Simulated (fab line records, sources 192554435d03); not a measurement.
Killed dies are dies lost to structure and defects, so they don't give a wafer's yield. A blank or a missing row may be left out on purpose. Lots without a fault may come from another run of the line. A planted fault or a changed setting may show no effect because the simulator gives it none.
A struck lot beside a sound one | flow n5_finfet | 37 steps out of a route of 1938
Sound: wafers L611.1, L611.2, L611.4. Struck: wafers L625.2, L625.3, L625.5. The cause comes at the end.
At each step with rows: each side's tool, then ch and its chambers, then its first start. Under that, the readings that differ: sound wafers | struck wafers | difference of the means | sigmas: that difference in standard deviations of wafers without a fault.
alike: readings whose means differ by less than 2 such deviations, and words and numbers that are the same on both sides. not compared: withheld readings, readings that some wafer has no value for, bounds like >300 that may hide the same value, and numbers for which the record gives no deviation and whose values overlap.
The two part at a step that has a row with sigmas, a row that says differs or no value, or rows on one side only. Numbers that don't overlap but have no deviation are shown without sigmas and don't part them. A reading that every wafer of one side lacks parts them only if that side has two wafers or more.

first, 11 steps without rows for these wafers: N5_BEOL_M7_ETCH_66 (etches SOC in N2/H2, target depth 80 nm, overetch 16 nm, time 120 s); N5_BEOL_M7_STRIP_69 (strips in N2/H2); N5_BEOL_M7_STRIP_73 (strips in N2/H2); N5_BEOL_M7_VIA_ETCH_34 (etches SiCOH lowk in C4F6/O2, target depth 125.5 nm, time 50.5 s); N5_BEOL_M7_STRIP_76 (strips in C4F6/O2); N5_BEOL_M7_STRIP_36 (strips in N2/H2); N5_BEOL_M7_TRENCH_ETCH_37 (etches SiCOH lowk in C4F6/O2, target depth 93.478 nm, time 31.2 s); N5_BEOL_M7_ETCH_41 (etches SiCN in CH3F/O2, target depth 31.9 nm, time 57.8 s); N5_BEOL_M7_STRIP_80 (strips in N2/H2, time 10 s); N5_BEOL_M7_HM_STRIP_39 (strips TiN in peroxide tin strip, target depth 25 nm, time 158 s); N5_BEOL_M7_SRD_40 (time 30 s).
N5_BEOL_M7_PRECLEAN_42: cleans in residue remover, time 60 s.
  sound on wet_bench-03 ch 4,5,7, day 9 23:50; struck on wet_bench-01 ch 2,3,7, day 14 01:28
then, 24 steps without rows for these wafers: N5_BEOL_M7_SRD_43 (time 30 s); N5_BEOL_M7_CURE_75 (cures SiCOH lowk, time 120 s); N5_BEOL_M7_DEGAS_44 (time 60 s); N5_BEOL_M7_PRE_CLEAN_45 (time 30 s); N5_BEOL_M7_ALD_77 (deposits TaN, target thk 2 nm, pulse time 2 s, purge time 3 s); N5_BEOL_M7_SURFACE_TREAT_79; N5_BEOL_M7_CVD_78 (deposits Co from CCTBA/H2, target thk 2 nm, time 142.3 s); N5_BEOL_M7_SPUTTER_48 (material Cu, target thk 10 nm, time 1.667 s); N5_BEOL_M7_ECD_50 (material Cu, target thk 300 nm); N5_BEOL_M7_ANNEAL_51 (time 90 s); N5_BEOL_M7_CMP_52 (polishes, stops on SiCOH lowk, t overpolish 6.9 s, target thk 80 nm); N5_BEOL_M7_PRE_CLEAN_55 (time 15 s); N5_BEOL_M7_DEP_56 (deposits SiCN from 3MS/NH3, target thk 10 nm, time 17.5 s); N5_BEOL_M8_ILD_DEP_00 (deposits SiCOH lowk from DEMS/porogen, target thk 179.75 nm, time 33.4 s); N5_BEOL_M8_CURE_74 (cures SiCOH lowk, time 240 s); N5_BEOL_M8_PECVD_70 (deposits SiO2 from TEOS/O2, target thk 20 nm, time 22.7 s); N5_BEOL_M8_HM_DEP_02 (deposits TiN, target thk 20 nm); N5_BEOL_M8_COAT_59 (time 60 s, resist thk 100 nm); N5_BEOL_M8_COAT_60 (time 60 s, resist thk 35 nm); N5_BEOL_M8_COAT_05 (resist thk 90 nm); N5_BEOL_M8_EBR_07; N5_BEOL_M8_SOFTBAKE_06 (time 60 s); N5_BEOL_M8_EXPOSE_08 (exposes mask M8); N5_BEOL_M8_PEB_09 (peb time 60 s).
-- the record jumps here: 3 days lie between the struck wafers' starts before and after (it left off in module BEOL_M8 and takes up again in module PASSIVATION, whose first step shown is number 1936 of the route) --
N5_PASSIVATION_PROBE_49:
  the record has rows for the struck wafers here (prober-01, day 17 07:40) and none for the sound ones

WHERE THEY PART
Only at N5_PASSIVATION_PROBE_49, within this record.

WHY: what the simulator had put in
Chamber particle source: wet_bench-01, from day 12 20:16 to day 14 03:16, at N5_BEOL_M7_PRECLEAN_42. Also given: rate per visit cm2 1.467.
